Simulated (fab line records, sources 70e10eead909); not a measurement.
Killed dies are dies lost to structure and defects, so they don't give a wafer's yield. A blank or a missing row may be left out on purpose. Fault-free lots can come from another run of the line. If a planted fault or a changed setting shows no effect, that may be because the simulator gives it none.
Which tool is to blame? + flow nand harc + Sampling: 10 lots, 30 wafers, 6 of 1302 route steps

WHAT EACH GAUGE READ, for each wafer
NHARC_END_SORT_01.
| lot  | measured     | on        | killed at array |
|------|--------------|-----------|-----------------|
| L541 | day 24 07:14 | prober-01 | 88 73 71        |
| L543 | day 24 23:45 | prober-02 | 46 40 40        |
| L544 | day 25 08:20 | prober-02 | 54 66 51        |
| L548 | day 27 15:21 | prober-02 | 50 51 62        |
| L549 | day 28 16:53 | prober-01 | 64 62 50        |
| L550 | day 28 04:12 | prober-01 | 61 63 58        |
| L554 | day 30 04:50 | prober-02 | 79 88 68        |
| L555 | day 30 12:36 | prober-02 | 47 40 48        |
| L561 | day 32 07:51 | prober-02 | 67 84 71        |
| L564 | day 34 03:35 | prober-02 | 54 56 45        |

WHAT TOOL EACH LOT RAN ON (gives the tool, then ch and the chambers of the sampled wafers, and finally the start)
| lot  | NHARC_A_CHANNEL_FILL_D2_ALD_03                 | NHARC_A_CHANNEL_FILL_D2_ETCHBACK_19 | NHARC_A_CHANNEL_FILL_D2_STRIP_29              | NHARC_A_CHANNEL_FILL_D2_CVD_09   | NHARC_A_CHANNEL_FILL_D2_CMP_10 |
|------|------------------------------------------------|-------------------------------------|-----------------------------------------------|----------------------------------|--------------------------------|
| L541 | ald sin batch-01 ch 0, day 14 13:38 or earlier | rie si-05 ch 2,3, day 14 13:38      | rie diel-09 ch 0,2, day 15 10:08 or earlier   | lpcvd poly-03 ch 0, day 15 10:08 | cmp-03 ch 0,1,2, day 15 13:17  |
| L543 | ald sin batch-01 ch 0, day 15 10:44 or earlier | rie si-02 ch 0,2, day 15 10:44      | rie diel-09 ch 0,1,3, day 16 06:53 or earlier | lpcvd poly-03 ch 0, day 16 06:53 | cmp-01 ch 1,2, day 16 10:05    |
| L544 | ald sin batch-01 ch 0, day 15 10:46 or earlier | rie si-05 ch 0,2,3, day 15 10:46    | rie diel-13 ch 0,1, day 16 06:53 or earlier   | lpcvd poly-03 ch 0, day 16 06:53 | cmp-02 ch 2,3, day 16 10:06    |
| L548 | ald sin batch-02 ch 0, day 17 14:24 or earlier | rie si-05 ch 1,2, day 17 14:24      | rie diel-07 ch 1,2,3, day 18 11:09 or earlier | lpcvd poly-02 ch 0, day 18 11:09 | cmp-03 ch 2,3, day 18 14:23    |
| L549 | ald sin batch-02 ch 0, day 17 14:20 or earlier | rie si-02 ch 0,1,3, day 17 14:20    | rie diel-09 ch 0,1,3, day 18 11:09 or earlier | lpcvd poly-02 ch 0, day 18 11:09 | cmp-01 ch 0,2,3, day 18 14:22  |
| L550 | ald sin batch-03 ch 0, day 18 09:25 or earlier | rie si-05 ch 1,3, day 18 09:25      | rie diel-09 ch 2,3, day 19 05:35 or earlier   | lpcvd poly-03 ch 0, day 19 05:35 | cmp-02 ch 1,2, day 19 08:44    |
| L554 | ald sin batch-02 ch 0, day 19 23:00 or earlier | rie si-03 ch 1,2,3, day 19 23:00    | rie diel-09 ch 1,2,3, day 20 19:17 or earlier | lpcvd poly-03 ch 0, day 20 19:17 | cmp-02 ch 0,3, day 20 22:28    |
| L555 | ald sin batch-01 ch 0, day 20 07:22 or earlier | rie si-03 ch 0,1,3, day 20 07:22    | rie diel-13 ch 2,3, day 21 04:44 or earlier   | lpcvd poly-03 ch 0, day 21 04:44 | cmp-01 ch 0,3, day 21 07:54    |
| L561 | ald sin batch-02 ch 0, day 22 16:27 or earlier | rie si-03 ch 0,1,3, day 22 16:27    | rie diel-09 ch 1,2,3, day 23 11:02            | lpcvd poly-03 ch 0, day 23 13:26 | cmp-02 ch 0,1,3, day 23 16:35  |
| L564 | ald sin batch-01 ch 0, day 24 06:43 or earlier | rie si-03 ch 1,3, day 24 06:43      | rie diel-07 ch 0,2, day 25 02:13 or earlier   | lpcvd poly-03 ch 0, day 25 02:13 | cmp-02 ch 1,2,3, day 25 05:20  |
- NHARC_A_CHANNEL_FILL_D2_ALD_03: deposits SiNx, target thk 6 nm, pulse time 60 s, ald cycles 58.
- NHARC_A_CHANNEL_FILL_D2_ETCHBACK_19: etches the open film in HBr/Cl2, target depth 5 nm, time 1.7 s.
- NHARC_A_CHANNEL_FILL_D2_STRIP_29: strips in O2, time 20 s.
- NHARC_A_CHANNEL_FILL_D2_CVD_09: deposits poly-Si, target thk 150 nm, time 3000 s.
- NHARC_A_CHANNEL_FILL_D2_CMP_10: polishes, target thk 150 nm.

THE ANSWER, worked out from the rows above alone
Rule: the lots themselves supply what counts as usual. The widest of any qualifying gaps counts: lots, ordered by their means at a reading, are off when they make up no more than a third of the lots, leave a main group of 4 or more, and stand apart from it by 3 or more times the standard deviation of that group's means. If all means in a main group match to the digits the tables above print for the reading, that group is not used. Also off: a lot with no number at a reading for which 4 or more lots have one. Any other lot the step has rows for is counted as sound.
No lot is off at any reading shown: from this, nothing can be told.

WHAT THE SIMULATOR HAD PUT IN
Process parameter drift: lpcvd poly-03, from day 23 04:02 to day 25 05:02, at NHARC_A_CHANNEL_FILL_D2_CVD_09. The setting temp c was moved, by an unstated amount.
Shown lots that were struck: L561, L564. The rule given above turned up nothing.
